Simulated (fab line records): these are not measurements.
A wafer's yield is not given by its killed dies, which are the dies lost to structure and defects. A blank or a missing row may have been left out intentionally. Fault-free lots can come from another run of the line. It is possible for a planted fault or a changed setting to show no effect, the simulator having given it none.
Which of the tools did it? ; flow n5Finfet ; 27 wafers from 9 lots sampled at 6 of the route's 1938 steps

WHAT THE GAUGES READ, wafer by wafer
N5_SD_ACTIVATION_RS_MEAS_03: measures by four-point-probe. Usual: RS_SD_N 21.87 ohm/sq, standard deviation 0.27; RS_SD_P 56.1 ohm/sq, standard deviation 0.89.
lot;measured;on;RS_SD_N (ohm/sq);RS_SD_P (ohm/sq);flag
L873;day 3 11:21;filmMetro-01;21.91 22.17 21.84;56.9 58.2 58.2;
L874;day 3 19:42;filmMetro-02;22.10 21.40 21.82;55.9 55.7 55.2;
L875;day 3 22:09;filmMetro-02;22.10 22.08 22.02;56.4 54.9 57.2;
L878;day 4 16:20;filmMetro-02;21.90 22.22 21.77;55.5 54.8 55.0;
L888;day 7 04:51;filmMetro-02;19.18 19.41 19.46;56.2 55.2 54.8;OFF
L890;day 7 18:01;filmMetro-02;19.12 19.01 18.85;54.9 55.0 54.7;OFF
L892;day 8 10:22;filmMetro-01;21.62 21.58 22.03;56.6 56.8 56.3;
L894;day 8 20:20;filmMetro-02;21.74 22.04 22.33;56.8 55.9 57.0;
L896;day 9 06:59;filmMetro-01;21.98 21.94 21.72;55.5 55.4 55.7;

N5_ILD0_THK_MEAS_08. Usual: 138.9 nm for thkNm, sd 0.88.
lot;measured;on;thkNm (nm);flag
L873;day 3 14:40;filmMetro-01;141.1 140.6 139.6;
L874;day 3 23:02;filmMetro-01;139.9 140.2 139.5;
L875;day 4 01:28;filmMetro-01;138.0 139.0 139.6;
L878;day 4 19:50;filmMetro-01;138.9 138.9 138.8;
L888;day 7 08:11;filmMetro-01;139.3 137.6 139.0;
L890;day 7 21:21;filmMetro-01;138.1 139.4 139.5;
L892;day 8 13:59;filmMetro-01;139.9 139.2 138.1;
L894;day 9 00:58;filmMetro-02;139.5 139.1 139.1;
L896;day 9 10:43;filmMetro-02;136.7 138.7 137.7;

N5_BEOL_M4_RC_MEAS_101. Usual: DIBL_N 35.9 mV/V, standard deviation 1.3; DIBL_P 36.3 mV/V, standard deviation 1.5; IOFF_N 0.153 nA/um, standard deviation 0.023; IOFF_P 0.208 nA/um, standard deviation 0.028; ION_N 672 uA/um, standard deviation 9.7; ION_P 462 uA/um, standard deviation 6.6; RC_DENSE_N 18.9 ohm.um, standard deviation 0.34; RC_N 15.39 ohm.um, standard deviation 0.27; REXT_N 75.3 ohm.um, standard deviation 1.4; RS_SD_N 28.3 ohm/sq, standard deviation 0.33; SS_N 71.5 mV/dec, standard deviation 0.53; SS_P 73.3 mV/dec, standard deviation 0.59; VT_N 250.4 mV, standard deviation 2.7; VT_P -250.5 mV, standard deviation 3.
lot;measured;on;DIBL_N (mV/V);DIBL_P (mV/V);IOFF_N (nA/um);IOFF_P (nA/um);ION_N (uA/um);ION_P (uA/um);RC_DENSE_N (ohm.um);RC_N (ohm.um);REXT_N (ohm.um);RS_SD_N (ohm/sq);SS_N (mV/dec);SS_P (mV/dec);VT_N (mV);VT_P (mV);flag
L873;day 8 00:50;prober-02;35.3 36.9 34.4;35.2 37.2 33.8;0.137 0.162 0.120;0.175 0.197 0.152;660 679 660;453 461 450;18.2 18.5 18.8;14.79 15.24 15.21;76.3 77.2 75.3;28.3 28.5 28.1;71.3 71.8 70.7;73.1 73.7 72.3;250.9 249.6 254.1;-254.6 -255.0 -257.9;
L874;day 8 15:58;prober-01;35.9 37.1 37.2;35.8 37.6 37.0;0.154 0.182 0.181;0.189 0.213 0.215;673 677 684;457 457 465;19.6 19.2 19.3;15.92 15.62 15.69;77.6 77.4 77.3;28.8 28.2 28.3;71.3 71.6 72.2;73.1 73.7 74.0;251.8 251.6 248.6;-254.4 -250.9 -250.2;
L875;day 9 02:06;prober-02;34.1 33.4 34.4;36.7 36.1 36.6;0.150 0.139 0.148;0.207 0.206 0.195;674 665 664;467 463 455;19.5 19.3 19.2;15.84 15.90 15.71;77.8 78.8 78.5;28.4 28.6 28.6;71.5 71.5 71.6;73.5 73.4 73.8;247.2 248.8 246.3;-250.3 -250.9 -252.2;
L878;day 9 19:38;prober-02;35.9 37.1 34.8;36.9 38.6 36.6;0.143 0.173 0.137;0.198 0.225 0.194;655 671 666;451 461 459;19.2 19.0 19.0;15.53 15.44 15.40;73.8 75.1 75.0;28.2 28.5 27.9;71.9 71.3 70.9;72.9 73.9 72.7;253.9 248.6 251.7;-255.0 -249.8 -250.7;
L888;day 12 12:07;prober-02;36.1 36.8 37.2;36.8 36.9 37.5;0.162 0.174 0.177;0.238 0.254 0.272;685 697 682;473 474 474;16.4 16.5 16.3;13.38 13.52 13.49;70.3 71.0 70.6;25.2 25.5 25.2;72.4 71.5 71.4;73.4 73.7 73.6;247.0 244.9 250.2;-251.2 -247.1 -245.2;OFF
L890;day 12 15:20;prober-01;35.0 35.5 34.6;36.2 36.0 35.4;0.139 0.144 0.130;0.171 0.177 0.162;683 673 669;456 456 456;16.5 16.6 16.3;13.34 13.54 13.36;69.7 69.8 69.1;25.4 25.2 24.9;71.3 71.6 71.3;72.8 73.7 73.0;253.4 251.8 253.2;-254.9 -255.3 -255.0;OFF
L892;day 13 15:25;prober-01;33.7 33.9 34.0;34.3 34.7 35.1;0.136 0.137 0.144;0.213 0.212 0.223;665 670 686;462 466 476;19.4 18.8 18.9;15.91 15.39 15.62;75.6 75.4 76.4;28.2 28.3 28.7;70.9 70.4 71.5;73.3 72.4 73.6;251.6 250.3 251.4;-247.8 -248.5 -245.7;
L894;day 14 01:19;prober-02;37.1 36.4 36.6;38.5 37.5 37.4;0.190 0.170 0.165;0.239 0.215 0.209;690 691 679;472 468 462;19.2 19.1 18.9;15.50 15.46 15.44;77.4 76.1 75.9;28.2 28.4 29.1;71.4 71.4 71.7;74.4 74.6 73.0;247.0 248.6 249.0;-248.6 -250.0 -248.8;
L896;day 15 00:24;prober-02;35.8 35.0 35.3;35.8 34.7 34.6;0.145 0.134 0.136;0.211 0.189 0.192;689 679 672;473 469 462;19.1 18.9 18.7;15.53 15.40 15.45;75.0 76.0 76.3;28.8 28.4 28.6;70.6 70.9 70.7;72.9 72.8 73.1;248.5 250.8 250.5;-249.6 -249.5 -249.6;

WHICH TOOL RAN EACH LOT (tool, then ch and the chambers of the sampled wafers, then the start)
lot;N5_SD_EPI_P_STRIP_40;N5_SD_ACTIVATION_LSA_01;N5_ILD0_ALD_15
L873;plasmaAsher-01 ch 0,1, day 3 07:31;laserAnneal-01 ch 0, day 3 11:10;aldSin-01 ch 0,1,3, day 3 15:25
L874;plasmaAsher-01 ch 0,1, day 3 15:31;laserAnneal-02 ch 0, day 3 19:29;aldSin-01 ch 0,1,2, day 3 23:46
L875;plasmaAsher-01 ch 0,1, day 3 18:41;laserAnneal-01 ch 0, day 3 21:57;aldSin-03 ch 0,3, day 4 02:11
L878;plasmaAsher-02 ch 1, day 4 13:00;laserAnneal-01 ch 0, day 4 16:09;aldSin-01 ch 1,2,3, day 4 20:50
L888;plasmaAsher-01 ch 0,1, day 6 23:29;laserAnneal-01 ch 0, day 7 04:38;aldSin-03 ch 2,3, day 7 08:55
L890;plasmaAsher-01 ch 0,1, day 7 14:41;laserAnneal-01 ch 0, day 7 17:50;aldSin-01 ch 0,1,3, day 7 22:04
L892;plasmaAsher-01 ch 0,1, day 8 06:11;laserAnneal-02 ch 0, day 8 10:11;aldSin-01 ch 0,1, day 8 14:42
L894;plasmaAsher-02 ch 0,1, day 8 16:59;laserAnneal-02 ch 0, day 8 20:08;aldSin-03 ch 0,1,2, day 9 01:41
L896;plasmaAsher-02 ch 1, day 9 03:40;laserAnneal-02 ch 0, day 9 06:47;aldSin-03 ch 0,1,2, day 9 11:26
- N5_SD_EPI_P_STRIP_40: strips in N2/H2.
- N5_SD_ACTIVATION_LSA_01: time 0.0008 s.
- N5_ILD0_ALD_15: deposits SiNx, target thk 24 nm, pulse time 1 s, ald cycles 480.

WHAT THE TOOLS THEMSELVES READ (means of the sampled wafers that have a number; where no wafer has one, the mark that the record gives instead)
N5_SD_EPI_P_STRIP_40. Usual: drypumpMotorCurrentA 5.87 A, standard deviation 0.27; heaterPowerW 322 W, standard deviation 32; n2FlowSccm 1751 sccm, standard deviation 4.8; oesProductAu 0.760 a.u., standard deviation 0.012.
lot;tool;drypumpMotorCurrentA (A);heaterPowerW (W);n2FlowSccm (sccm);oesProductAu (a.u.);flag
L873;plasmaAsher-01;5.67;308;1756;0.762;
L874;plasmaAsher-01;5.67;310;1750;0.758;
L875;plasmaAsher-01;5.74;307;1753;0.753;
L878;plasmaAsher-02;6.39;385;1751;0.758;
L888;plasmaAsher-01;5.68;313;1752;0.761;
L890;plasmaAsher-01;5.70;306;1751;0.751;
L892;plasmaAsher-01;5.70;298;1748;0.769;
L894;plasmaAsher-02;6.06;334;1754;0.762;
L896;plasmaAsher-02;6.38;394;1748;0.766;

N5_SD_ACTIVATION_LSA_01. Usual: 1085.8 for wafer_temp_C_max, sd 2.3.
lot;tool;wafer_temp_C_max;flag
L873;laserAnneal-01;1088.4;
L874;laserAnneal-02;1083.9;
L875;laserAnneal-01;1089.0;
L878;laserAnneal-01;1088.5;
L888;laserAnneal-01;1115.6;OFF
L890;laserAnneal-01;1114.7;OFF
L892;laserAnneal-02;1084.7;
L894;laserAnneal-02;1084.1;
L896;laserAnneal-02;1084.2;

N5_ILD0_ALD_15. Usual: heaterPowerW 840 W, standard deviation 100; precursorPulseHeightRel 0.997, standard deviation 0.021.
lot;tool;heaterPowerW (W);precursorPulseHeightRel;flag
L873;aldSin-01;767;0.997;
L874;aldSin-01;774;0.993;
L875;aldSin-03;784;0.965;
L878;aldSin-01;798;0.979;
L888;aldSin-03;802;0.997;
L890;aldSin-01;762;0.994;
L892;aldSin-01;723;0.994;
L894;aldSin-03;864;0.997;
L896;aldSin-03;880;0.995;

THE ANSWER, worked out from the rows above alone
Rule: a lot is off if the mean of its wafers that have a number lies more than 3 standard deviations from the usual mean. A lot without any number at a reading at which 4 lots or more have one is off too. All remaining lots with rows at the step are treated as sound. The gauges are gone through in route order, then the tools' own readings, and for those a lot's mean is taken as printed above. At the first step where some lot is off, the reading lying furthest off is the one used; lots without a number count as furthest.
Off: L888, L890, at N5_SD_ACTIVATION_RS_MEAS_03 (RS_SD_N).
If a tool, at a process step before that reading, ran all the lots that are off and no sound lot after the first of them, it fits. The gauges at N5_SD_ACTIVATION_RS_MEAS_03 aren't tried: what is off there is off at N5_BEOL_M4_RC_MEAS_101 too, on other tools, and a gauge's error can't cause that. One fits: N5_SD_ACTIVATION_LSA_01 on laserAnneal-01. Its last sound lot is L878 (day 4 16:09), its first lot that is off L888 (day 7 04:38): a fault that began between those two fits.
On the lots that are off, the tool's own readings at N5_SD_ACTIVATION_LSA_01 differ by more than 5 times the standard deviation of the sound lots' means, which bears it out; wafer_temp_C_max reads 1115.2 there versus 1086.1 on the sound lots.

WHAT HAD BEEN PUT IN BY THE SIMULATOR
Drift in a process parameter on laserAnneal-01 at N5_SD_ACTIVATION_LSA_01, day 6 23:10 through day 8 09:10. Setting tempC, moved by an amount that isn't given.
Shown lots that were struck: L888, L890. The same result came from the rule above.
